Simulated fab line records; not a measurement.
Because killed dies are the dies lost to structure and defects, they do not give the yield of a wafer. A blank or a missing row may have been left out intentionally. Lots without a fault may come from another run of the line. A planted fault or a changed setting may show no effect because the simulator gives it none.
What tool caused it? || flow n5 finfet || 12 lots with 36 wafers sampled at 6 steps, on a route of 1938 steps

WHAT THE GAUGES SHOWED, per wafer
N5_GATE_CUT_CD_MEAS_13 targets a cd of 20 nm.
{"lot": "L075", "measured": "day 4 21:02", "on": "cd sem-02", "cd nm (nm)": "19.63 19.30 19.70"}
{"lot": "L077", "measured": "day 5 06:21", "on": "cd sem-01", "cd nm (nm)": "20.23 20.07 19.95"}
{"lot": "L079", "measured": "day 5 19:18", "on": "cd sem-01", "cd nm (nm)": "20.09 19.57 19.84"}
{"lot": "L080", "measured": "day 6 11:52", "on": "cd sem-01", "cd nm (nm)": "20.02 20.13 20.33"}
{"lot": "L083", "measured": "day 6 23:39", "on": "cd sem-03", "cd nm (nm)": "20.21 20.20 20.37"}
{"lot": "L085", "measured": "day 7 08:22", "on": "cd sem-01", "cd nm (nm)": "20.05 19.83 19.77"}
{"lot": "L087", "measured": "day 7 17:22", "on": "cd sem-03", "cd nm (nm)": "20.05 19.99 20.18"}
{"lot": "L089", "measured": "day 8 06:39", "on": "cd sem-01", "cd nm (nm)": "20.12 20.01 20.05"}
{"lot": "L091", "measured": "day 8 21:23", "on": "cd sem-03", "cd nm (nm)": "19.95 19.63 19.88"}
{"lot": "L093", "measured": "day 9 08:23", "on": "cd sem-01", "cd nm (nm)": "20.03 19.81 20.15"}
{"lot": "L095", "measured": "day 9 17:19", "on": "cd sem-01", "cd nm (nm)": "19.87 19.86 19.51"}
{"lot": "L097", "measured": "day 10 10:13", "on": "cd sem-01", "cd nm (nm)": "20.04 19.97 20.08"}

WHICH TOOL RAN EACH LOT (tool, then ch and the chambers of the sampled wafers, then the start)
{"lot": "L075", "N5_HKMG_FIN_ETCH_55": "rie diel-06 ch 1,2, day 4 08:47", "N5_HKMG_FIN_ETCHBACK_68": "rie metal-01 ch 0,1, day 4 14:41", "N5_HKMG_FIN_CMP_23": "cmp-04 ch 0,1,3, day 4 15:44", "N5_HKMG_FIN_CMP_94": "cmp-04 ch 0,1,3, day 4 16:46", "N5_GATE_CUT_ETCHBACK_30": "rie metal-02 ch 0, day 4 17:15"}
{"lot": "L077", "N5_HKMG_FIN_ETCH_55": "rie diel-06 ch 0,1,3, day 4 17:40", "N5_HKMG_FIN_ETCHBACK_68": "rie metal-02 ch 0, day 4 23:40", "N5_HKMG_FIN_CMP_23": "cmp-02 ch 1,2,3, day 5 00:56", "N5_HKMG_FIN_CMP_94": "cmp-02 ch 1,2,3, day 5 01:22", "N5_GATE_CUT_ETCHBACK_30": "rie metal-02 ch 0,1, day 5 01:48"}
{"lot": "L079", "N5_HKMG_FIN_ETCH_55": "rie diel-02 ch 0,3, day 5 06:17", "N5_HKMG_FIN_ETCHBACK_68": "rie metal-02 ch 1, day 5 12:17", "N5_HKMG_FIN_CMP_23": "cmp-04 ch 0,2,3, day 5 13:20", "N5_HKMG_FIN_CMP_94": "cmp-04 ch 0,2,3, day 5 13:49", "N5_GATE_CUT_ETCHBACK_30": "rie metal-03 ch 0,1, day 5 14:18"}
{"lot": "L080", "N5_HKMG_FIN_ETCH_55": "rie diel-04 ch 2,3, day 6 00:31", "N5_HKMG_FIN_ETCHBACK_68": "rie metal-01 ch 0,1, day 6 06:32", "N5_HKMG_FIN_CMP_23": "cmp-03 ch 0,1,3, day 6 07:38", "N5_HKMG_FIN_CMP_94": "cmp-03 ch 0,1,3, day 6 08:04", "N5_GATE_CUT_ETCHBACK_30": "rie metal-01 ch 0,1, day 6 08:31"}
{"lot": "L083", "N5_HKMG_FIN_ETCH_55": "rie diel-02 ch 1,2,3, day 6 11:50", "N5_HKMG_FIN_ETCHBACK_68": "rie metal-01 ch 1, day 6 17:53", "N5_HKMG_FIN_CMP_23": "cmp-04 ch 0,1,3, day 6 19:11", "N5_HKMG_FIN_CMP_94": "cmp-04 ch 0,1,3, day 6 19:34", "N5_GATE_CUT_ETCHBACK_30": "rie metal-01 ch 1, day 6 20:12"}
{"lot": "L085", "N5_HKMG_FIN_ETCH_55": "rie diel-06 ch 0,1,2, day 6 20:14", "N5_HKMG_FIN_ETCHBACK_68": "rie metal-02 ch 0,1, day 7 02:31", "N5_HKMG_FIN_CMP_23": "cmp-02 ch 2,3, day 7 03:40", "N5_HKMG_FIN_CMP_94": "cmp-02 ch 2,3, day 7 04:06", "N5_GATE_CUT_ETCHBACK_30": "rie metal-01 ch 1, day 7 04:46"}
{"lot": "L087", "N5_HKMG_FIN_ETCH_55": "rie diel-04 ch 0,3, day 7 05:07", "N5_HKMG_FIN_ETCHBACK_68": "rie metal-03 ch 0,1, day 7 11:52", "N5_HKMG_FIN_CMP_23": "cmp-04 ch 0,1,3, day 7 13:05", "N5_HKMG_FIN_CMP_94": "cmp-04 ch 0,1,3, day 7 13:28", "N5_GATE_CUT_ETCHBACK_30": "rie metal-03 ch 0,1, day 7 13:53"}
{"lot": "L089", "N5_HKMG_FIN_ETCH_55": "rie diel-06 ch 1,3, day 7 19:03", "N5_HKMG_FIN_ETCHBACK_68": "rie metal-03 ch 0, day 8 01:17", "N5_HKMG_FIN_CMP_23": "cmp-04 ch 0,2,3, day 8 02:29", "N5_HKMG_FIN_CMP_94": "cmp-04 ch 0,2,3, day 8 02:52", "N5_GATE_CUT_ETCHBACK_30": "rie metal-01 ch 0,1, day 8 03:17"}
{"lot": "L091", "N5_HKMG_FIN_ETCH_55": "rie diel-04 ch 0,2,3, day 8 09:25", "N5_HKMG_FIN_ETCHBACK_68": "rie metal-02 ch 0,1, day 8 15:34", "N5_HKMG_FIN_CMP_23": "cmp-03 ch 1,3, day 8 16:42", "N5_HKMG_FIN_CMP_94": "cmp-03 ch 1,3, day 8 17:08", "N5_GATE_CUT_ETCHBACK_30": "rie metal-02 ch 0,1, day 8 17:35"}
{"lot": "L093", "N5_HKMG_FIN_ETCH_55": "rie diel-02 ch 1,3, day 8 20:51", "N5_HKMG_FIN_ETCHBACK_68": "rie metal-01 ch 0,1, day 9 02:47", "N5_HKMG_FIN_CMP_23": "cmp-02 ch 0,1,3, day 9 03:50", "N5_HKMG_FIN_CMP_94": "cmp-02 ch 0,1,3, day 9 04:19", "N5_GATE_CUT_ETCHBACK_30": "rie metal-02 ch 0,1, day 9 04:48"}
{"lot": "L095", "N5_HKMG_FIN_ETCH_55": "rie diel-04 ch 1,2,3, day 9 05:56", "N5_HKMG_FIN_ETCHBACK_68": "rie metal-01 ch 0,1, day 9 11:53", "N5_HKMG_FIN_CMP_23": "cmp-03 ch 1,2, day 9 13:02", "N5_HKMG_FIN_CMP_94": "cmp-03 ch 1,2, day 9 13:28", "N5_GATE_CUT_ETCHBACK_30": "rie metal-02 ch 0,1, day 9 13:54"}
{"lot": "L097", "N5_HKMG_FIN_ETCH_55": "rie diel-04 ch 1,2,3, day 9 21:42", "N5_HKMG_FIN_ETCHBACK_68": "rie metal-02 ch 0,1, day 10 04:25", "N5_HKMG_FIN_CMP_23": "cmp-04 ch 0,1, day 10 05:40", "N5_HKMG_FIN_CMP_94": "cmp-04 ch 0,1, day 10 06:05", "N5_GATE_CUT_ETCHBACK_30": "rie metal-02 ch 0,1, day 10 06:32"}
- N5_HKMG_FIN_ETCH_55: etches SOC in N2/H2, target depth 240 nm, time 300 s.
- N5_HKMG_FIN_ETCHBACK_68: etches the open film in Cl2/Ar, stops on HfO2, target depth 0.5 nm.
- N5_HKMG_FIN_CMP_23: polishes, stops on SiNx, t overpolish 10 s, target thk 46.326 nm.
- N5_HKMG_FIN_CMP_94: polishes, stops on SiNx, t overpolish 4.7 s, target thk 43.299 nm.
- N5_GATE_CUT_ETCHBACK_30: etches TiN in Cl2/Ar, target depth 3 nm.

THE ANSWER, worked out from the rows above alone
Rule: what is usual is taken from the lots themselves. The widest of any qualifying gaps counts: lots, ordered by their means at a reading, are off when they make up no more than a third of the lots, leave a main group of 4 or more, and stand apart from it by 3 or more times the standard deviation of that group's means. A main group whose means are all the same, to the digits that the tables above print for the reading, isn't used. A lot without any number at a reading at which 4 lots or more have one is off too. Any other lot the step has rows for is counted as sound.
Across all readings shown, no lot is off: no conclusion can be drawn from this.

WHAT WAS PUT IN BY THE SIMULATOR
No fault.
